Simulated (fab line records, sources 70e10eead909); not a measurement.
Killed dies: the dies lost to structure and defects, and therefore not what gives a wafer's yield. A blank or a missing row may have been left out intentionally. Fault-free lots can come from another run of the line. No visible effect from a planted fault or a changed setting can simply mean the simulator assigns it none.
Matching of chambers | flow nand harc | 4 sister chambers for NHARC_A_CHANNEL_FILL_D1_ALD_02 on ald hk-04
The step deposits SiO2, target thk 6 nm, pulse time 10 s, ald cycles 60. 4 wafers are shown with their chamber, then 12 later ones without.

== WAFERS, EACH WITH ITS CHAMBER ==
wafer  | chamber | heater power w (W)
L090.3 | 1       | 473
L093.1 | 3       | 530
L093.3 | 0       | 430
L093.4 | 2       | 512

== WAFERS WITH NO CHAMBER GIVEN ==
wafer  | heater power w (W)
L094.1 | 425
L094.3 | 525
L094.4 | 475
L095.1 | 433
L095.2 | 479
L095.3 | 536
L096.2 | 427
L096.4 | 531
L096.6 | 480
L097.1 | 472
L097.3 | 537
L097.5 | 436

== CHAMBER TAKEN BY EACH ==
wafer  | from the rows above     | in truth
L094.1 | 0                       | 0
L094.3 | can't be placed: 3 or 2 | 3
L094.4 | 1                       | 1
L095.1 | 0                       | 0
L095.2 | 1                       | 1
L095.3 | 3                       | 3
L096.2 | 0                       | 0
L096.4 | 3                       | 3
L096.6 | 1                       | 1
L097.1 | 1                       | 1
L097.3 | 3                       | 3
L097.5 | 0                       | 0
Correct placement for 11 of the 12. From these rows, 1 cannot be placed; in 1 the true chamber is one of the candidates. Placed wrongly: 0.
How it was worked out, from the rows above alone: a wafer's distance from a chamber is the root of the sum, over the readings, of the square of ((its reading less the chamber's mean) divided by the reading's scatter). The wafer belongs to the nearest chamber; if the next one is less than 2 further off, it can't be placed. The mean given for a chamber averages the wafers shown for that chamber. The scatter (one wafer shown for each chamber): square how far every hidden wafer sits from the nearest shown wafer, average those squares and take the square root.
